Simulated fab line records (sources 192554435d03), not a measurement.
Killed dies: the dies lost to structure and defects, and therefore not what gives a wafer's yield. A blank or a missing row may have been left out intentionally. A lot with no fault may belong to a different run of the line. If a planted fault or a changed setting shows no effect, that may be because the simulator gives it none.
Problem report in the 8D (eight disciplines) form, filled by code / flow n5 finfet / the parts of the form that need people (team, actions taken, sign-off) are left out

1. THE PROBLEM
Wafers without a fault read 649.5 W, standard deviation 1.9; rf fwd power W at N5_PASSIVATION_ETCH_54 reads a mean of 804.2 W on 6 wafers belonging to 2 lots. That is +81 standard deviations from the usual mean.
The step: etches SiO2 in CHF3/O2, target depth 880 nm, time 440 s.
Earliest sighting: wafer L746.1 on rie diel-03 at day 16 21:01. Wafers with a number at this step in the record: 27, from 9 lots. Rule for "out", or "out of limits": more than 4 standard deviations from the usual mean. All remaining wafers that have a number are taken as sound.

2. WHAT IT IS, WHAT IT ISN'T
question=which readings at this step | is=rf fwd power W, rf vpp V | is not=drypump motor current A, oes product au, showerhead plenum p Torr, throttle valve pct
question=which lots | is=L746, L747 | is not=L731, L732, L734, L737, L751, L752, L753
question=which wafers of those lots | is=all that have a number | is not=-
question=read on which tools | is=rie diel-03 | is not=rie diel-01, rie diel-02
question=when | is=from day 16 21:01 | is not=up to then (12 sound wafers); but 9 sound wafers of L751, L752, L753 came after

3. THE SUSPECTS, EACH WITH WHAT RULES IT OUT
Counting: a tool at a process step up to the reading stays a suspect if it ran every lot that is out and no sound lot after the first of them.
- rie diel-03 at N5_PASSIVATION_ETCH_54 (etches SiO2 in CHF3/O2, target depth 880 nm, time 440 s): kept. Every lot that is out went through it, starting with L746 (day 16 21:01), and after that it ran no sound lot; the last sound lot it ran before then is L734 (day 14 03:39). Out on those wafers are its own readings of rf fwd power W, rf vpp V.
The count leaves rie diel-03 at N5_PASSIVATION_ETCH_54.

4. THE CAUSE (what the simulator had put in)
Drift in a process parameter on rie diel-03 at N5_PASSIVATION_ETCH_54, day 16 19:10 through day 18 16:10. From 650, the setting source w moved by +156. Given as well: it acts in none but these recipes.
After counting, this tool was the only one left.

5. THE CHAIN OF EFFECTS, in route order
Rows list readings where the struck wafers' mean (over those with a number) sits beyond 3 standard deviations from the usual. Only readings whose record carries a usual standard deviation are examined. hours: median over the lots of the time between each lot's start at the first step of this table that gives one and its start at this step. sigmas: the change, counted in usual standard deviations.
hours=0; step=N5_PASSIVATION_ETCH_54; reading=oes_f_703_au; usual=0.83 a.u.; on struck wafers=1.03; change=+0.20; sigmas=+3.7
hours=0; step=N5_PASSIVATION_ETCH_54; reading=rf fwd power W; usual=649.5 W; on struck wafers=804.2; change=+154.7; sigmas=+81
hours=0; step=N5_PASSIVATION_ETCH_54; reading=rf vpp V; usual=524 V; on struck wafers=467; change=-57; sigmas=-10
Its process steps:
- N5_PASSIVATION_ETCH_54: etches SiO2 in CHF3/O2, target depth 880 nm, time 440 s.

6. HOW IT WOULD HAVE BEEN CAUGHT EARLIER
The fault began at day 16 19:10; the first out-of-limits reading in this record came at day 16 21:01, 2 hours later.
